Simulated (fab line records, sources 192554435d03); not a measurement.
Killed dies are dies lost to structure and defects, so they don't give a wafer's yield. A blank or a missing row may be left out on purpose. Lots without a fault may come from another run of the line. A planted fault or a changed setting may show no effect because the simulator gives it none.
Which tool did it? | flow n5_finfet | 22 lots, 66 wafers sampled, at 6 steps of a route of 1938

WHAT THE GAUGES READ, wafer by wafer
N5_BEOL_M8_RS_MEAS_57: measures by four-point-probe. Usual: M8_RS 0.286 ohm/sq, standard deviation 0.0088.
lot  | measured     | on            | M8_RS (ohm/sq)    | flag
L075 | day 10 06:41 | film_metro-02 | 0.276 0.290 0.287 |
L076 | day 11 01:37 | film_metro-02 | 0.275 0.283 0.275 |
L077 | day 11 04:02 | film_metro-02 | 0.285 0.275 0.293 |
L078 | day 11 06:13 | film_metro-01 | 0.274 0.282 0.280 |
L081 | day 11 14:48 | film_metro-02 | 0.274 0.280 0.277 |
L082 | day 12 03:33 | film_metro-01 | 0.282 0.288 0.281 |
L080 | day 12 05:04 | film_metro-01 | 0.296 0.285 0.289 |
L079 | day 12 06:35 | film_metro-02 | 0.297 0.279 0.278 |
L084 | day 12 08:49 | film_metro-01 | 0.281 0.275 0.289 |
L083 | day 12 18:19 | film_metro-02 | 0.291 0.303 0.283 |
L086 | day 12 22:10 | film_metro-02 | 0.285 0.286 0.283 |
L085 | day 13 01:41 | film_metro-02 | 0.300 0.280 0.298 |
L090 | day 13 14:43 | film_metro-02 | 0.296 0.287 0.283 |
L087 | day 13 15:34 | film_metro-01 | 0.293 0.278 0.291 |
L088 | day 13 20:46 | film_metro-02 | 0.278 0.288 0.280 |
L089 | day 14 02:22 | film_metro-01 | 0.302 0.288 0.301 |
L091 | day 14 11:43 | film_metro-01 | 0.283 0.295 0.289 |
L093 | day 14 14:26 | film_metro-01 | 0.288 0.292 0.294 |
L094 | day 15 05:55 | film_metro-02 | 0.293 0.293 0.299 |
L095 | day 15 17:36 | film_metro-01 | 0.280 0.284 0.299 |
L097 | day 15 20:04 | film_metro-01 | 0.291 0.292 0.284 |
L096 | day 15 20:37 | film_metro-01 | 0.278 0.284 0.266 |

WHICH TOOL RAN EACH LOT (tool, then ch and the chambers of the sampled wafers, then the start)
lot  | N5_BEOL_M7_STRIP_36                | N5_BEOL_M7_TRENCH_ETCH_37                     | N5_BEOL_M8_ETCH_72                 | N5_BEOL_M8_ETCH_41                            | N5_BEOL_M8_SURFACE_TREAT_79
L075 | rie_diel-04 ch 0,1,2, day 9 19:03  | rie_diel-04 ch 0,1,2, day 10 03:59 or earlier | rie_diel-01 ch 1,2, day 10 03:59   | rie_diel-01 ch 1,2, day 10 05:29 or earlier   | pvd_sputter-02, day 10 05:29
L076 | rie_diel-04 ch 2,3, day 10 11:41   | rie_diel-04 ch 2,3, day 10 22:38 or earlier   | rie_diel-02 ch 1,2,3, day 10 22:38 | rie_diel-02 ch 1,2,3, day 11 00:16 or earlier | pvd_sputter-02, day 11 00:16
L077 | rie_diel-06 ch 0,1,2, day 10 12:10 | rie_diel-06 ch 0,1,2, day 10 22:36 or earlier | rie_diel-01 ch 0,1,3, day 10 22:36 | rie_diel-01 ch 0,1,3, day 11 00:30 or earlier | pvd_sputter-03, day 11 00:30
L078 | rie_diel-04 ch 1,2,3, day 10 14:04 | rie_diel-04 ch 1,2,3, day 11 03:08 or earlier | rie_diel-02 ch 0,1,2, day 11 03:08 | rie_diel-02 ch 0,1,2, day 11 05:03 or earlier | pvd_sputter-03, day 11 05:03
L081 | rie_diel-03 ch 2,3, day 11 04:35   | rie_diel-03 ch 2,3, day 11 11:56 or earlier   | rie_diel-05 ch 0,3, day 11 11:56   | rie_diel-05 ch 0,3, day 11 13:35 or earlier   | pvd_sputter-02, day 11 13:35
L082 | rie_diel-04 ch 0,1, day 11 16:02   | rie_diel-04 ch 0,1, day 11 22:22 or earlier   | rie_diel-05 ch 1,3, day 11 22:22   | rie_diel-05 ch 1,3, day 12 02:02 or earlier   | pvd_sputter-01, day 12 02:02
L080 | rie_diel-03 ch 0,1,3, day 11 19:46 | rie_diel-03 ch 0,1,3, day 12 02:22 or earlier | rie_diel-01 ch 0,2,3, day 12 02:22 | rie_diel-01 ch 0,2,3, day 12 03:46 or earlier | pvd_sputter-01, day 12 03:46
L079 | rie_diel-03 ch 0,1,2, day 11 20:10 | rie_diel-03 ch 0,1,2, day 12 03:42 or earlier | rie_diel-01 ch 1,2,3, day 12 03:42 | rie_diel-01 ch 1,2,3, day 12 05:08 or earlier | pvd_sputter-03, day 12 05:08
L084 | rie_diel-06 ch 0,1, day 11 22:26   | rie_diel-06 ch 0,1, day 12 04:40 or earlier   | rie_diel-05 ch 0,3, day 12 04:40   | rie_diel-05 ch 0,3, day 12 07:33 or earlier   | pvd_sputter-03, day 12 07:33
L083 | rie_diel-06 ch 0,1,3, day 12 04:55 | rie_diel-06 ch 0,1,3, day 12 15:32 or earlier | rie_diel-02 ch 1,2,3, day 12 15:32 | rie_diel-02 ch 1,2,3, day 12 17:08 or earlier | pvd_sputter-03, day 12 17:08
L086 | rie_diel-03 ch 0,3, day 12 12:31   | rie_diel-03 ch 0,3, day 12 19:04 or earlier   | rie_diel-02 ch 0,1, day 12 19:04   | rie_diel-02 ch 0,1, day 12 20:45 or earlier   | pvd_sputter-01, day 12 20:45
L085 | rie_diel-06 ch 1,2, day 12 12:50   | rie_diel-06 ch 1,2, day 12 22:34 or earlier   | rie_diel-05 ch 0,2, day 12 22:34   | rie_diel-05 ch 0,2, day 13 00:12 or earlier   | pvd_sputter-01, day 13 00:12
L090 | rie_diel-06 ch 0,1,3, day 13 04:52 | rie_diel-06 ch 0,1,3, day 13 11:49 or earlier | rie_diel-01 ch 2,3, day 13 11:49   | rie_diel-01 ch 2,3, day 13 13:26 or earlier   | pvd_sputter-01, day 13 13:26
L087 | rie_diel-03 ch 0,1,2, day 13 05:03 | rie_diel-03 ch 0,1,2, day 13 12:40 or earlier | rie_diel-01 ch 0,1, day 13 12:40   | rie_diel-01 ch 0,1, day 13 14:18 or earlier   | pvd_sputter-02, day 13 14:18
L088 | rie_diel-04 ch 2,3, day 13 12:16   | rie_diel-04 ch 2,3, day 13 18:00 or earlier   | rie_diel-02 ch 0,3, day 13 18:00   | rie_diel-02 ch 0,3, day 13 19:23 or earlier   | pvd_sputter-01, day 13 19:23
L089 | rie_diel-03 ch 2,3, day 13 15:29   | rie_diel-03 ch 2,3, day 13 23:11 or earlier   | rie_diel-01 ch 0,2,3, day 13 23:11 | rie_diel-01 ch 0,2,3, day 14 00:50 or earlier | pvd_sputter-03, day 14 00:50
L091 | rie_diel-06 ch 0,3, day 13 23:31   | rie_diel-06 ch 0,3, day 14 07:32 or earlier   | rie_diel-01 ch 1,2,3, day 14 07:32 | rie_diel-01 ch 1,2,3, day 14 09:19 or earlier | pvd_sputter-03, day 14 09:19
L093 | rie_diel-04 ch 1,2,3, day 14 00:05 | rie_diel-04 ch 1,2,3, day 14 09:34 or earlier | rie_diel-02 ch 1, day 14 09:34     | rie_diel-02 ch 1, day 14 13:13 or earlier     | pvd_sputter-02, day 14 13:13
L094 | rie_diel-06 ch 0,3, day 14 19:14   | rie_diel-06 ch 0,3, day 15 01:58 or earlier   | rie_diel-01 ch 0,2, day 15 01:58   | rie_diel-01 ch 0,2, day 15 04:38 or earlier   | pvd_sputter-01, day 15 04:38
L095 | rie_diel-04 ch 0,2,3, day 15 04:11 | rie_diel-04 ch 0,2,3, day 15 13:02 or earlier | rie_diel-01 ch 0,1, day 15 13:02   | rie_diel-01 ch 0,1, day 15 14:47 or earlier   | pvd_sputter-02, day 15 14:47
L097 | rie_diel-06 ch 0,1,3, day 15 06:40 | rie_diel-06 ch 0,1,3, day 15 16:47 or earlier | rie_diel-02 ch 0,1,2, day 15 16:47 | rie_diel-02 ch 0,1,2, day 15 18:45 or earlier | pvd_sputter-01, day 15 18:45
L096 | rie_diel-06 ch 0,2, day 15 09:41   | rie_diel-06 ch 0,2, day 15 17:13 or earlier   | rie_diel-05 ch 0,1,3, day 15 17:13 | rie_diel-05 ch 0,1,3, day 15 19:09 or earlier | pvd_sputter-01, day 15 19:09
- N5_BEOL_M7_STRIP_36: strips in N2/H2.
- N5_BEOL_M7_TRENCH_ETCH_37: etches SiCOH lowk in C4F6/O2, target depth 93.478 nm, time 31.2 s.
- N5_BEOL_M8_ETCH_72: etches underlayer in N2/H2, target depth 6.5 nm, time 5.2 s.
- N5_BEOL_M8_ETCH_41: etches SiCN in CH3F/O2, target depth 31.9 nm, time 57.8 s.
- N5_BEOL_M8_SURFACE_TREAT_79

WHAT THE TOOLS THEMSELVES READ (means of the sampled wafers that have a number; where no wafer has one, the mark that the record gives instead)
N5_BEOL_M7_STRIP_36. Usual: drypump_motor_current_A 5.8 A, standard deviation 0.39; oes_product_au 0.76 a.u., standard deviation 0.091; rf_vpp_V 59.3 V, standard deviation 1.6; showerhead_plenum_p_Torr 2.54 Torr, standard deviation 0.076; throttle_valve_pct 23.7 %, standard deviation 0.3.
lot  | tool        | drypump_motor_current_A (A) | oes_product_au (a.u.) | rf_vpp_V (V) | showerhead_plenum_p_Torr (Torr) | throttle_valve_pct (%) | flag
L075 | rie_diel-04 | 6.3                         | 0.75                  | 59.5         | 2.61                            | 23.6                   |
L076 | rie_diel-04 | 6.1                         | 0.69                  | 59.0         | 2.62                            | 24.0                   |
L077 | rie_diel-06 | 5.4                         | 0.74                  | 60.2         | 2.50                            | 23.8                   |
L078 | rie_diel-04 | 6.0                         | 0.71                  | 59.5         | 2.62                            | 23.7                   |
L081 | rie_diel-03 | 5.9                         | 0.84                  | 58.8         | 2.50                            | 23.2                   |
L082 | rie_diel-04 | 6.2                         | 0.80                  | 59.7         | 2.60                            | 23.4                   |
L080 | rie_diel-03 | 6.1                         | 0.85                  | 59.2         | 2.61                            | 23.6                   |
L079 | rie_diel-03 | 5.9                         | 0.82                  | 58.3         | 2.56                            | 23.7                   |
L084 | rie_diel-06 | 5.3                         | 0.71                  | 59.7         | 2.52                            | 24.0                   |
L083 | rie_diel-06 | 5.6                         | 0.70                  | 59.6         | 2.48                            | 24.0                   |
L086 | rie_diel-03 | 6.2                         | 0.93                  | 58.9         | 2.60                            | 23.5                   |
L085 | rie_diel-06 | 5.4                         | 0.74                  | 60.4         | 2.50                            | 23.9                   |
L090 | rie_diel-06 | 5.6                         | 0.69                  | 59.0         | 2.48                            | 24.0                   |
L087 | rie_diel-03 | 5.9                         | 0.81                  | 59.8         | 2.56                            | 23.7                   |
L088 | rie_diel-04 | 5.7                         | 0.79                  | 60.9         | 2.62                            | 23.9                   |
L089 | rie_diel-03 | 5.9                         | 0.82                  | 59.0         | 2.49                            | 23.3                   |
L091 | rie_diel-06 | 5.8                         | 0.67                  | 59.5         | 2.43                            | 24.0                   |
L093 | rie_diel-04 | 6.0                         | 0.78                  | 60.0         | 2.62                            | 23.7                   |
L094 | rie_diel-06 | 5.6                         | 0.67                  | 57.5         | 2.46                            | 24.0                   |
L095 | rie_diel-04 | 5.9                         | 0.81                  | 57.9         | 2.59                            | 23.7                   |
L097 | rie_diel-06 | 5.6                         | 0.69                  | 58.8         | 2.47                            | 24.0                   |
L096 | rie_diel-06 | 5.5                         | 0.73                  | 58.6         | 2.46                            | 23.7                   |

N5_BEOL_M7_TRENCH_ETCH_37. Usual: C4F6_flow_sccm 10.00 sccm, standard deviation 0.032; drypump_motor_current_A 5.8 A, standard deviation 0.39; oes_product_au 0.76 a.u., standard deviation 0.092; rf_vpp_V 664 V, standard deviation 9.6; showerhead_plenum_p_Torr 2.85 Torr, standard deviation 0.081; throttle_valve_pct 21.01 %, standard deviation 0.29.
lot  | tool        | C4F6_flow_sccm (sccm) | drypump_motor_current_A (A) | oes_product_au (a.u.) | rf_vpp_V (V) | showerhead_plenum_p_Torr (Torr) | throttle_valve_pct (%) | flag
L075 | rie_diel-04 | 10.03                 | 6.3                         | 0.76                  | 673          | 2.92                            | 20.90                  |
L076 | rie_diel-04 | 10.02                 | 6.0                         | 0.69                  | 668          | 2.91                            | 21.23                  |
L077 | rie_diel-06 | 10.02                 | 5.4                         | 0.75                  | 661          | 2.81                            | 21.10                  |
L078 | rie_diel-04 | 9.98                  | 6.0                         | 0.71                  | 665          | 2.94                            | 21.19                  |
L081 | rie_diel-03 | 10.01                 | 5.9                         | 0.84                  | 665          | 2.83                            | 20.76                  |
L082 | rie_diel-04 | 10.04                 | 6.2                         | 0.79                  | 676          | 2.90                            | 20.64                  |
L080 | rie_diel-03 | 10.00                 | 6.1                         | 0.85                  | 667          | 2.91                            | 20.81                  |
L079 | rie_diel-03 | 10.04                 | 5.9                         | 0.83                  | 665          | 2.87                            | 20.97                  |
L084 | rie_diel-06 | 10.02                 | 5.3                         | 0.72                  | 657          | 2.85                            | 21.20                  |
L083 | rie_diel-06 | 9.99                  | 5.5                         | 0.70                  | 657          | 2.79                            | 21.24                  |
L086 | rie_diel-03 | 10.01                 | 6.2                         | 0.93                  | 673          | 2.91                            | 20.77                  |
L085 | rie_diel-06 | 10.00                 | 5.4                         | 0.73                  | 653          | 2.82                            | 21.04                  |
L090 | rie_diel-06 | 10.03                 | 5.6                         | 0.69                  | 657          | 2.79                            | 21.25                  |
L087 | rie_diel-03 | 10.04                 | 5.9                         | 0.80                  | 665          | 2.87                            | 20.98                  |
L088 | rie_diel-04 | 10.01                 | 5.7                         | 0.78                  | 667          | 2.92                            | 21.14                  |
L089 | rie_diel-03 | 9.98                  | 5.9                         | 0.82                  | 665          | 2.82                            | 20.79                  |
L091 | rie_diel-06 | 9.99                  | 5.8                         | 0.67                  | 657          | 2.73                            | 21.29                  |
L093 | rie_diel-04 | 10.00                 | 6.1                         | 0.77                  | 665          | 2.93                            | 21.09                  |
L094 | rie_diel-06 | 10.03                 | 5.6                         | 0.68                  | 665          | 2.77                            | 21.36                  |
L095 | rie_diel-04 | 9.98                  | 5.9                         | 0.80                  | 672          | 2.89                            | 20.88                  |
L097 | rie_diel-06 | 9.97                  | 5.5                         | 0.68                  | 657          | 2.78                            | 21.26                  |
L096 | rie_diel-06 | 10.02                 | 5.5                         | 0.73                  | 663          | 2.76                            | 21.08                  |

N5_BEOL_M8_ETCH_72. Usual: drypump_motor_current_A 5.9 A, standard deviation 0.59; etch_rf_on_time_s 5.17 s, standard deviation 0.13; oes_product_au 0.68 a.u., standard deviation 0.082; rf_vpp_V 524.8 V, standard deviation 2.9; showerhead_plenum_p_Torr 2.58 Torr, standard deviation 0.094; throttle_valve_pct 17.79 %, standard deviation 0.23.
lot  | tool        | drypump_motor_current_A (A) | etch_rf_on_time_s (s) | oes_product_au (a.u.) | rf_vpp_V (V) | showerhead_plenum_p_Torr (Torr) | throttle_valve_pct (%) | flag
L075 | rie_diel-01 | 5.3                         | 5.14                  | 0.63                  | 521.6        | 2.50                            | 17.96                  |
L076 | rie_diel-02 | 6.1                         | 5.17                  | 0.72                  | 526.8        | 2.65                            | 17.79                  |
L077 | rie_diel-01 | 6.0                         | 5.16                  | 0.67                  | 523.6        | 2.55                            | 17.77                  |
L078 | rie_diel-02 | 6.1                         | 5.18                  | 0.67                  | 526.3        | 2.63                            | 17.73                  |
L081 | rie_diel-05 | 5.8                         | 5.03                  | 0.84                  | 525.4        | 2.62                            | 17.63                  |
L082 | rie_diel-05 | 6.3                         | 5.10                  | 0.75                  | 526.3        | 2.65                            | 17.56                  |
L080 | rie_diel-01 | 5.6                         | 5.31                  | 0.63                  | 520.9        | 2.47                            | 17.80                  |
L079 | rie_diel-01 | 5.4                         | 5.18                  | 0.66                  | 522.8        | 2.52                            | 17.85                  |
L084 | rie_diel-05 | 6.0                         | 5.05                  | 0.83                  | 526.7        | 2.67                            | 17.60                  |
L083 | rie_diel-02 | 6.1                         | 5.08                  | 0.72                  | 526.2        | 2.65                            | 17.80                  |
L086 | rie_diel-02 | 6.4                         | 5.20                  | 0.69                  | 527.0        | 2.66                            | 17.56                  |
L085 | rie_diel-05 | 5.6                         | 5.23                  | 0.65                  | 526.0        | 2.61                            | 18.04                  |
L090 | rie_diel-01 | 5.0                         | 5.18                  | 0.65                  | 521.1        | 2.45                            | 17.73                  |
L087 | rie_diel-01 | 6.6                         | 5.17                  | 0.63                  | 523.9        | 2.56                            | 17.94                  |
L088 | rie_diel-02 | 6.1                         | 5.16                  | 0.68                  | 527.4        | 2.65                            | 17.74                  |
L089 | rie_diel-01 | 5.6                         | 5.29                  | 0.62                  | 522.0        | 2.46                            | 17.83                  |
L091 | rie_diel-01 | 5.4                         | 5.16                  | 0.64                  | 522.7        | 2.51                            | 17.89                  |
L093 | rie_diel-02 | 6.5                         | 5.16                  | 0.72                  | 527.2        | 2.69                            | 17.58                  |
L094 | rie_diel-01 | 6.2                         | 5.41                  | 0.58                  | 521.1        | 2.47                            | 17.95                  |
L095 | rie_diel-01 | 6.4                         | 5.12                  | 0.63                  | 525.5        | 2.60                            | 18.01                  |
L097 | rie_diel-02 | 6.2                         | 5.20                  | 0.73                  | 525.0        | 2.61                            | 17.62                  |
L096 | rie_diel-05 | 6.1                         | 5.17                  | 0.77                  | 525.5        | 2.59                            | 17.51                  |

N5_BEOL_M8_ETCH_41. Usual: CH3F_flow_sccm 29.99 sccm, standard deviation 0.097; drypump_motor_current_A 5.9 A, standard deviation 0.59; oes_product_au 0.79 a.u., standard deviation 0.095; rf_vpp_V 298.0 V, standard deviation 1.9; showerhead_plenum_p_Torr 2.03 Torr, standard deviation 0.076; throttle_valve_pct 16.26 %, standard deviation 0.22.
lot  | tool        | CH3F_flow_sccm (sccm) | drypump_motor_current_A (A) | oes_product_au (a.u.) | rf_vpp_V (V) | showerhead_plenum_p_Torr (Torr) | throttle_valve_pct (%) | flag
L075 | rie_diel-01 | 30.07                 | 5.3                         | 0.74                  | 297.2        | 1.97                            | 16.33                  |
L076 | rie_diel-02 | 30.04                 | 6.1                         | 0.85                  | 299.3        | 2.08                            | 16.19                  |
L077 | rie_diel-01 | 30.03                 | 6.0                         | 0.79                  | 297.8        | 2.02                            | 16.32                  |
L078 | rie_diel-02 | 29.91                 | 6.1                         | 0.80                  | 298.7        | 2.06                            | 16.09                  |
L081 | rie_diel-05 | 29.98                 | 5.8                         | 0.98                  | 299.2        | 2.09                            | 16.16                  |
L082 | rie_diel-05 | 29.89                 | 6.3                         | 0.88                  | 299.0        | 2.07                            | 15.97                  |
L080 | rie_diel-01 | 29.96                 | 5.6                         | 0.74                  | 295.5        | 1.95                            | 16.36                  |
L079 | rie_diel-01 | 30.10                 | 5.4                         | 0.77                  | 297.1        | 1.98                            | 16.29                  |
L084 | rie_diel-05 | 29.92                 | 6.0                         | 0.96                  | 299.3        | 2.11                            | 16.06                  |
L083 | rie_diel-02 | 29.96                 | 6.1                         | 0.83                  | 297.5        | 2.08                            | 16.22                  |
L086 | rie_diel-02 | 30.01                 | 6.4                         | 0.80                  | 299.4        | 2.09                            | 16.02                  |
L085 | rie_diel-05 | 29.95                 | 5.5                         | 0.76                  | 298.7        | 2.06                            | 16.54                  |
L090 | rie_diel-01 | 29.94                 | 5.0                         | 0.77                  | 295.0        | 1.93                            | 16.25                  |
L087 | rie_diel-01 | 30.03                 | 6.6                         | 0.73                  | 298.2        | 2.02                            | 16.50                  |
L088 | rie_diel-02 | 30.02                 | 6.1                         | 0.80                  | 299.6        | 2.10                            | 16.33                  |
L089 | rie_diel-01 | 30.01                 | 5.6                         | 0.72                  | 296.1        | 1.94                            | 16.39                  |
L091 | rie_diel-01 | 29.93                 | 5.4                         | 0.75                  | 296.8        | 1.98                            | 16.32                  |
L093 | rie_diel-02 | 29.94                 | 6.5                         | 0.84                  | 299.8        | 2.11                            | 16.01                  |
L094 | rie_diel-01 | 30.09                 | 6.2                         | 0.68                  | 296.5        | 1.96                            | 16.53                  |
L095 | rie_diel-01 | 29.99                 | 6.3                         | 0.74                  | 298.4        | 2.05                            | 16.47                  |
L097 | rie_diel-02 | 30.04                 | 6.1                         | 0.84                  | 298.4        | 2.04                            | 16.00                  |
L096 | rie_diel-05 | 30.00                 | 6.1                         | 0.90                  | 297.9        | 2.04                            | 15.99                  |

THE ANSWER, worked out from the rows above alone
Rule: a lot is off if the mean of its wafers that have a number lies more than 3 standard deviations from the usual mean. A lot without any number at a reading at which 4 lots or more have one is off too. The other lots that the step has rows for count as sound. The gauges are gone through in route order, then the tools' own readings, and for those a lot's mean is taken as printed above. The first step at which some lot is off is used, and at that step the reading that is off furthest; a lot without a number counts as furthest.
No lot is off at any reading shown: from this, nothing can be told.

WHAT THE SIMULATOR HAD PUT IN
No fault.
